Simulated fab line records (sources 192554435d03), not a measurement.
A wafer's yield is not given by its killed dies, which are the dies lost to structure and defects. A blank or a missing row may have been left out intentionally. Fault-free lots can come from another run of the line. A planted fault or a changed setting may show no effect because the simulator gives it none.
fab line records / flow n5Finfet
record lots=5 wafers=15 lastDay=13
route steps=1938 shown BEOL_M9@1466 BEOL_M10@1470
lots that met no fault: from a run of the same line without faults
startH: hours from the record's first day to the start of the lot's first wafer shown / waitH: hours from the lot's prior step to this one / " same as the row above / L1.1+2: several wafers, shown together as one row / - either no value or no given start / * or withheld: withheld / < > ~ a bound
route shown NAME@n: a module of which the file shows steps, and the number in the route of the first / usual: average and standard deviation across the fault-free wafers / same: alike in all rows / chamber/n: place in a boat / sites: each site's reading / _std_site: standard deviation across them / _edge_site: the outer-site mean with the inner-site mean subtracted / radiusMm: for every site, how far away it sits from the centre of the wafer / mask NAME#n: copy n / behind: tool/chamber where the wafer was last shaped / hold: cause of the lot's hold/its duration in hours/its outcome / device: whichever transistor did not switch (one of n, p or np) / end of line: at the end of the route, the tests of the same wafers / a step without rows: its recipe alone / killed: count of dies lost to structure and defects at first sort (not the wafer's yield) / map: a wafer's dies, marking killed ones x, the rest . and places with no die _
set.NAME: setting as actually run; set.NAME@STEP: the setting as run at that earlier step / model.NAME: the simulator's own value behind a step, which no gauge read
lots at some steps of the route; a table a step, a row a wafer
services: a tool's chamber out of use, with start hour (startH, from the record's first day; less than 0 if before it), hours out, and reason
## steps
# step N5_BEOL_M9_PRE_CLEAN_55
# recipe gas=NH3 timeS=15 tempC=withheld rfPowerW=300
# step N5_BEOL_M9_DEP_56
# recipe material=SiCN targetThkA=150 tempC=withheld precursor=3MS/NH3 pressureTorr=3 rfW=202 timeS=26.5
# step N5_BEOL_M10_ILD_DEP_00
# recipe material=SiCOH_lowk targetThkA=3085.1 tempC=300 precursor=DEMS/porogen pressureTorr=5 rfW=500 timeS=58
# step N5_BEOL_M10_CURE_71
# recipe tempC=385 timeS=240 ambient=He/Ar material=SiCOH_lowk
# step N5_BEOL_M10_PECVD_70
# recipe material=SiO2 targetThkA=200 tempC=400 precursor=TEOS/O2 pressureTorr=5.5 rfW=450 teosFlowSccm=53.8 gas=O2 flowSccm=3000 timeS=22.7
# step N5_BEOL_M10_HM_DEP_02
# recipe material=TiN targetThkA=200 tempC=25 chamberPressurePa=0.49996
# step N5_BEOL_M10_COAT_59
# recipe resist=SOC tempC=250 timeS=60 spinRpm=1500 resistThkNm=100
# step N5_BEOL_M10_COAT_60
# recipe resist=SiARC tempC=220 timeS=60 spinRpm=1500 resistThkNm=30
# step N5_BEOL_M10_COAT_05
# recipe resist=CAR-ArF spinRpm=1500 resistThkNm=90
# usual spinSpeedRpm=1500.1/0.89
lot.wafer=L492.1 tool=lithoTrack-01 chamber=0 startH=227.74 waitH=- spinSpeedRpm=1499.4 model.CAR-ArF_of_BEOL_M10_COAT_05.thkNm=90.2
lot.wafer=L492.2 tool=lithoTrack-01 chamber=0 startH=227.74 waitH=- spinSpeedRpm=1500.4 model.CAR-ArF_of_BEOL_M10_COAT_05.thkNm=90.4
lot.wafer=L492.4 tool=lithoTrack-01 chamber=0 startH=227.74 waitH=- spinSpeedRpm=1499.6 model.CAR-ArF_of_BEOL_M10_COAT_05.thkNm=90.4
lot.wafer=L494.1 tool=lithoTrack-01 chamber=0 startH=247.84 waitH=- spinSpeedRpm=1425.9 model.CAR-ArF_of_BEOL_M10_COAT_05.thkNm=92.6
lot.wafer=L494.5 tool=lithoTrack-01 chamber=0 startH=247.84 waitH=- spinSpeedRpm=1425.6 model.CAR-ArF_of_BEOL_M10_COAT_05.thkNm=92.6
lot.wafer=L494.6 tool=lithoTrack-01 chamber=0 startH=247.84 waitH=- spinSpeedRpm=1427.4 model.CAR-ArF_of_BEOL_M10_COAT_05.thkNm=92.6
lot.wafer=L495.1 tool=lithoTrack-01 chamber=0 startH=248.36 waitH=- spinSpeedRpm=1425.9 model.CAR-ArF_of_BEOL_M10_COAT_05.thkNm=92.4
lot.wafer=L495.4 tool=lithoTrack-01 chamber=0 startH=248.36 waitH=- spinSpeedRpm=1424.9 model.CAR-ArF_of_BEOL_M10_COAT_05.thkNm=92.4
lot.wafer=L495.5 tool=lithoTrack-01 chamber=0 startH=248.36 waitH=- spinSpeedRpm=1426.2 model.CAR-ArF_of_BEOL_M10_COAT_05.thkNm=92.6
lot.wafer=L498.1 tool=lithoTrack-05 chamber=0 startH=263.34 waitH=- spinSpeedRpm=1501.2 model.CAR-ArF_of_BEOL_M10_COAT_05.thkNm=90
lot.wafer=L498.4 tool=lithoTrack-05 chamber=0 startH=263.34 waitH=- spinSpeedRpm=1499.5 model.CAR-ArF_of_BEOL_M10_COAT_05.thkNm=90.2
lot.wafer=L498.6 tool=lithoTrack-05 chamber=0 startH=263.34 waitH=- spinSpeedRpm=1501.0 model.CAR-ArF_of_BEOL_M10_COAT_05.thkNm=90
lot.wafer=L497.1 tool=lithoTrack-01 chamber=0 startH=263.44 waitH=- spinSpeedRpm=1427.5 model.CAR-ArF_of_BEOL_M10_COAT_05.thkNm=92.6
lot.wafer=L497.2 tool=lithoTrack-01 chamber=0 startH=263.44 waitH=- spinSpeedRpm=1424.9 model.CAR-ArF_of_BEOL_M10_COAT_05.thkNm=92.6
lot.wafer=L497.5 tool=lithoTrack-01 chamber=0 startH=263.44 waitH=- spinSpeedRpm=1425.6 model.CAR-ArF_of_BEOL_M10_COAT_05.thkNm=92.8
# step N5_BEOL_M10_EBR_07
# recipe solvent=PGMEA ebrWidthMm=1.5
# step N5_BEOL_M10_SOFTBAKE_06
# recipe tempC=110 timeS=60 resist=CAR-ArF
# step N5_BEOL_M10_EXPOSE_08
# recipe maskId=M10 na=1.35 sourceShape=dipole sigmaInner=0.411 sigmaOuter=0.611 polarization=te doseMj=53.75
# step N5_BEOL_M10_PEB_09
# recipe pebTempC=withheld pebTimeS=60 resist=CAR-ArF
# step N5_BEOL_M10_DEVELOP_10
# recipe developTimeS=30 developer=TMAH resist=CAR-ArF rinseLiquid=diw dry=airSpin devTempC=23
# step N5_BEOL_M10_DESCUM_16
# recipe chemistry=O2 timeS=7.9 sourcePowerW=50 biasPowerW=20 pressureMtorr=20 rfFrequencyHz=2.712e+07 tempC=40 resist=CAR-ArF o2FlowSccm=225
# step N5_BEOL_M10_ETCH_61
# recipe chemistry=CF4 target=SiARC targetDepthA=390 maskMaterial=CAR-ArF timeS=65 ionEnergyEv=80 pressureMtorr=40 sourceW=545 biasW=36 Ar_flow_sccm=100 cf4FlowSccm=100 ends=cleared
# usual cf4FlowSccm=100.02/0.29 chamberPressureMTorr=40.00/0.037 drypumpMotorCurrentA=5.5/0.38 etchRfOnTimeS=65.8/2.5 oesProductAu=0.69/0.075 rfVppV=184.0/1.3 showerheadPlenumPTorr=2.14/0.08 throttleValvePct=15.54/0.28
lot.wafer=L492.1 tool=rieDiel-04 chamber=3 startH=228.10 waitH=0.0 cf4FlowSccm=99.91 chamberPressureMTorr=40.01 drypumpMotorCurrentA=5.1 etchRfOnTimeS=61.5 oesProductAu=0.79 rfHoursCounterH=18 rfVppV=183.9 showerheadPlenumPTorr=2.18 throttleValvePct=15.02 model.CAR-ArF_of_BEOL_M10_COAT_05.thkNm=55.6
lot.wafer=L492.2 tool=rieDiel-04 chamber=1 startH=228.10 waitH=0.0 cf4FlowSccm=100.02 chamberPressureMTorr=39.93 drypumpMotorCurrentA=5.6 etchRfOnTimeS=65.1 oesProductAu=0.82 rfHoursCounterH=7 rfVppV=186.0 showerheadPlenumPTorr=2.27 throttleValvePct=15.31 model.CAR-ArF_of_BEOL_M10_COAT_05.thkNm=56
lot.wafer=L492.4 tool=rieDiel-04 chamber=1 startH=228.10 waitH=0.0 cf4FlowSccm=99.83 chamberPressureMTorr=39.98 drypumpMotorCurrentA=5.6 etchRfOnTimeS=65.9 oesProductAu=0.82 rfHoursCounterH=- rfVppV=185.6 showerheadPlenumPTorr=2.27 throttleValvePct=15.31 model.CAR-ArF_of_BEOL_M10_COAT_05.thkNm=56
lot.wafer=L494.1 tool=rieDiel-04 chamber=0 startH=248.39 waitH=0.0 cf4FlowSccm=99.83 chamberPressureMTorr=40.03 drypumpMotorCurrentA=6.0 etchRfOnTimeS=67.9 oesProductAu=0.73 rfHoursCounterH=37 rfVppV=184.7 showerheadPlenumPTorr=2.18 throttleValvePct=15.33 model.CAR-ArF_of_BEOL_M10_COAT_05.thkNm=58
lot.wafer=L494.5 tool=rieDiel-04 chamber=0 startH=248.39 waitH=0.0 cf4FlowSccm=100.21 chamberPressureMTorr=40.03 drypumpMotorCurrentA=6.0 etchRfOnTimeS=68.0 oesProductAu=0.73 rfHoursCounterH=- rfVppV=183.9 showerheadPlenumPTorr=2.18 throttleValvePct=15.32 model.CAR-ArF_of_BEOL_M10_COAT_05.thkNm=58
lot.wafer=L494.6 tool=rieDiel-04 chamber=1 startH=248.39 waitH=0.0 cf4FlowSccm=99.92 chamberPressureMTorr=39.97 drypumpMotorCurrentA=5.6 etchRfOnTimeS=67.2 oesProductAu=0.79 rfHoursCounterH=- rfVppV=185.8 showerheadPlenumPTorr=2.27 throttleValvePct=15.32 model.CAR-ArF_of_BEOL_M10_COAT_05.thkNm=58.2
lot.wafer=L495.1 tool=rieDiel-04 chamber=0 startH=249.00 waitH=0.0 cf4FlowSccm=99.99 chamberPressureMTorr=40.00 drypumpMotorCurrentA=6.0 etchRfOnTimeS=66.9 oesProductAu=0.73 rfHoursCounterH=37 rfVppV=184.8 showerheadPlenumPTorr=2.18 throttleValvePct=15.32 model.CAR-ArF_of_BEOL_M10_COAT_05.thkNm=58
lot.wafer=L495.4 tool=rieDiel-04 chamber=3 startH=249.00 waitH=0.0 cf4FlowSccm=99.24 chamberPressureMTorr=39.95 drypumpMotorCurrentA=5.1 etchRfOnTimeS=62.4 oesProductAu=0.76 rfHoursCounterH=26 rfVppV=184.5 showerheadPlenumPTorr=2.18 throttleValvePct=15.03 model.CAR-ArF_of_BEOL_M10_COAT_05.thkNm=57.8
lot.wafer=L495.5 tool=rieDiel-04 chamber=3 startH=249.00 waitH=0.0 cf4FlowSccm=99.77 chamberPressureMTorr=39.98 drypumpMotorCurrentA=5.0 etchRfOnTimeS=62.0 oesProductAu=0.76 rfHoursCounterH=- rfVppV=184.1 showerheadPlenumPTorr=2.18 throttleValvePct=15.06 model.CAR-ArF_of_BEOL_M10_COAT_05.thkNm=58
lot.wafer=L498.1 tool=rieDiel-04 chamber=2 startH=264.29 waitH=0.0 cf4FlowSccm=100.47 chamberPressureMTorr=39.98 drypumpMotorCurrentA=5.7 etchRfOnTimeS=67.9 oesProductAu=0.76 rfHoursCounterH=14 rfVppV=185.1 showerheadPlenumPTorr=2.20 throttleValvePct=15.67 model.CAR-ArF_of_BEOL_M10_COAT_05.thkNm=55.6
lot.wafer=L498.4 tool=rieDiel-04 chamber=3 startH=264.29 waitH=0.0 cf4FlowSccm=100.68 chamberPressureMTorr=39.93 drypumpMotorCurrentA=5.0 etchRfOnTimeS=61.6 oesProductAu=0.76 rfHoursCounterH=33 rfVppV=184.2 showerheadPlenumPTorr=2.17 throttleValvePct=15.06 model.CAR-ArF_of_BEOL_M10_COAT_05.thkNm=55.6
lot.wafer=L498.6 tool=rieDiel-04 chamber=1 startH=264.29 waitH=0.0 cf4FlowSccm=100.06 chamberPressureMTorr=40.00 drypumpMotorCurrentA=5.6 etchRfOnTimeS=66.2 oesProductAu=0.79 rfHoursCounterH=- rfVppV=185.6 showerheadPlenumPTorr=2.27 throttleValvePct=15.34 model.CAR-ArF_of_BEOL_M10_COAT_05.thkNm=55.6
lot.wafer=L497.1 tool=rieDiel-05 chamber=1 startH=264.57 waitH=0.0 cf4FlowSccm=99.79 chamberPressureMTorr=40.00 drypumpMotorCurrentA=5.6 etchRfOnTimeS=70.5 oesProductAu=0.64 rfHoursCounterH=102 rfVppV=181.5 showerheadPlenumPTorr=2.07 throttleValvePct=15.41 model.CAR-ArF_of_BEOL_M10_COAT_05.thkNm=58.2
lot.wafer=L497.2 tool=rieDiel-05 chamber=3 startH=264.57 waitH=0.0 cf4FlowSccm=100.57 chamberPressureMTorr=40.04 drypumpMotorCurrentA=5.0 etchRfOnTimeS=62.4 oesProductAu=0.60 rfHoursCounterH=249 rfVppV=184.1 showerheadPlenumPTorr=2.19 throttleValvePct=15.83 model.CAR-ArF_of_BEOL_M10_COAT_05.thkNm=58
lot.wafer=L497.5 tool=rieDiel-05 chamber=1 startH=264.57 waitH=0.0 cf4FlowSccm=99.89 chamberPressureMTorr=40.06 drypumpMotorCurrentA=5.6 etchRfOnTimeS=70.9 oesProductAu=0.64 rfHoursCounterH=- rfVppV=183.2 showerheadPlenumPTorr=2.07 throttleValvePct=15.42 model.CAR-ArF_of_BEOL_M10_COAT_05.thkNm=58.4
# step N5_BEOL_M10_ETCH_62
# recipe chemistry=N2/H2 target=SOC targetDepthA=1100 overetchA=220 maskMaterial=SiARC tempC=40 timeS=165 ionEnergyEv=200 pressureMtorr=30 sourceW=840 biasW=150 n2FlowSccm=200 h2FlowSccm=200
## services
tool=rieDiel-04 chamber=2 startH=211.62 hours=- kind=clean
tool=rieDiel-04 chamber=2 startH=211.62 hours=- kind=consumableReplace:focusRing
tool=rieDiel-04 chamber=2 startH=211.62 hours=19.5 kind=scheduledDown
tool=rieDiel-04 chamber=2 startH=211.62 hours=19.5 kind=ventCycle
tool=rieDiel-05 chamber=0 startH=245.48 hours=11.8 kind=repair
## key
firstSign step=N5_BEOL_M10_COAT_05 reading=spinSpeedRpm direction=down sigmas=84 usual=* struck=*
effect none on later readings
modelEffect step=N5_BEOL_M10_COAT_05 value=CAR-ArF_of_BEOL_M10_COAT_05.thkNm without=90.27 struck=92.58
modelEffect step=N5_BEOL_M10_ETCH_61 value=CAR-ArF_of_BEOL_M10_COAT_05.thkNm without=55.71 struck=58.07
metAt N5_BEOL_M10_COAT_05
struckWafers L494.1,L494.5,L494.6,L495.1,L495.4,L495.5,L497.1,L497.2,L497.5
onsetBetween 227.74 247.84
earlierFault kind=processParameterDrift tool=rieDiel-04 chamber=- onsetH=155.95 steps=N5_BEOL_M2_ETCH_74 channel=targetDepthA offset=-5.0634 shape=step actsIn=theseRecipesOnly stated=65
earlierFault kind=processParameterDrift tool=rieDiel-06 chamber=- onsetH=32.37 steps=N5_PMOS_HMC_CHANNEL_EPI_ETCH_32 channel=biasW offset=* shape=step actsIn=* stated=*
fault kind=processParameterDrift tool=lithoTrack-01 chamber=- onsetH=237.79 steps=N5_BEOL_M10_COAT_05 channel=spinRpm offset=* shape=step actsIn=* stated=*
